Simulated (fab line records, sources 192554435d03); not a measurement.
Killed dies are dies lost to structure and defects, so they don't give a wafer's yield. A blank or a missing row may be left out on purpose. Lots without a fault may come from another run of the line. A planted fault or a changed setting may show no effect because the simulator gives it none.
Which tool did it? | flow n5_finfet | 11 lots, 33 wafers sampled, at 4 steps of a route of 1938

WHAT THE GAUGES READ, wafer by wafer
N5_ILD0_THK_MEAS_04.
lot  | measured    | on            | thk_nm (nm)
L075 | day 3 20:04 | film_metro-01 | 200.0 196.9 195.6
L078 | day 4 12:02 | film_metro-02 | 198.9 200.9 197.8
L081 | day 5 09:07 | film_metro-02 | 195.7 196.5 199.8
L083 | day 5 23:51 | film_metro-01 | 196.8 196.9 195.6
L085 | day 6 08:40 | film_metro-01 | 199.4 195.4 195.9
L088 | day 7 00:14 | film_metro-01 | 195.5 197.4 198.4
L089 | day 7 08:38 | film_metro-01 | 200.7 197.6 197.4
L091 | day 8 01:46 | film_metro-01 | 197.7 198.0 196.7
L093 | day 8 16:04 | film_metro-02 | 197.4 199.6 197.0
L095 | day 8 22:51 | film_metro-02 | 198.4 198.7 198.6
L097 | day 9 10:35 | film_metro-01 | 195.5 197.6 198.0

WHICH TOOL RAN EACH LOT (tool, then ch and the chambers of the sampled wafers, then the start)
lot  | N5_SD_EPI_N_ETCH_35               | N5_SD_EPI_N_ETCH_45               | N5_ILD0_LINER_00
L075 | rie_diel-04 ch 0,2, day 3 08:16   | rie_diel-04 ch 0,2, day 3 08:42   | ald_sin-04 ch 0,1,3, day 3 17:16
L078 | rie_diel-05 ch 2,3, day 4 00:31   | rie_diel-05 ch 2,3, day 4 00:57   | ald_sin-04 ch 2,3, day 4 09:23
L081 | rie_diel-06 ch 0,1,3, day 4 21:28 | rie_diel-06 ch 0,1,3, day 4 21:53 | ald_sin-04 ch 0,1,2, day 5 06:28
L083 | rie_diel-04 ch 0,2,3, day 5 12:02 | rie_diel-04 ch 0,2,3, day 5 12:28 | ald_sin-04 ch 0,1,2, day 5 21:11
L085 | rie_diel-06 ch 0,2,3, day 5 20:47 | rie_diel-06 ch 0,2,3, day 5 21:13 | ald_sin-04 ch 1,2,3, day 6 06:00
L088 | rie_diel-06 ch 0,2, day 6 12:47   | rie_diel-06 ch 0,2, day 6 13:12   | ald_sin-02 ch 1,2, day 6 21:34
L089 | rie_diel-05 ch 0,1,3, day 6 20:10 | rie_diel-05 ch 0,1,3, day 6 20:35 | ald_sin-04 ch 2,3, day 7 05:54
L091 | rie_diel-06 ch 0,1, day 7 13:49   | rie_diel-06 ch 0,1, day 7 14:27   | ald_sin-02 ch 0,1, day 7 23:06
L093 | rie_diel-06 ch 0,1,3, day 8 02:45 | rie_diel-06 ch 0,1,3, day 8 03:10 | ald_sin-02 ch 0,2,3, day 8 12:05
L095 | rie_diel-06 ch 1,2,3, day 8 11:19 | rie_diel-06 ch 1,2,3, day 8 11:44 | ald_sin-02 ch 1,2, day 8 20:10
L097 | rie_diel-05 ch 0,3, day 8 20:55   | rie_diel-05 ch 0,3, day 8 21:20   | ald_sin-04 ch 0,1, day 9 07:26
- N5_SD_EPI_N_ETCH_35: etches SOC in N2/H2, overetch 108 nm, time 486 s.
- N5_SD_EPI_N_ETCH_45: etches SiOCN in CH3F/O2, target depth 6 nm.
- N5_ILD0_LINER_00: material SiNx, target thk 4 nm, pulse time 1 s, purge time 2 s.

THE ANSWER, worked out from the rows above alone
Rule: what is usual is taken from the lots themselves. Put in order of their means at a reading, lots are off if they are a third of the lots or fewer, leave a main group of 4 or more, and stand apart from it by a gap of 3 or more times the standard deviation of the main group's means; of several such gaps the widest counts. A main group whose means are all the same, to the digits that the tables above print for the reading, isn't used. A lot without any number at a reading at which 4 lots or more have one is off too. The other lots that the step has rows for count as sound.
No lot is off at any reading shown: from this, nothing can be told.

WHAT THE SIMULATOR HAD PUT IN
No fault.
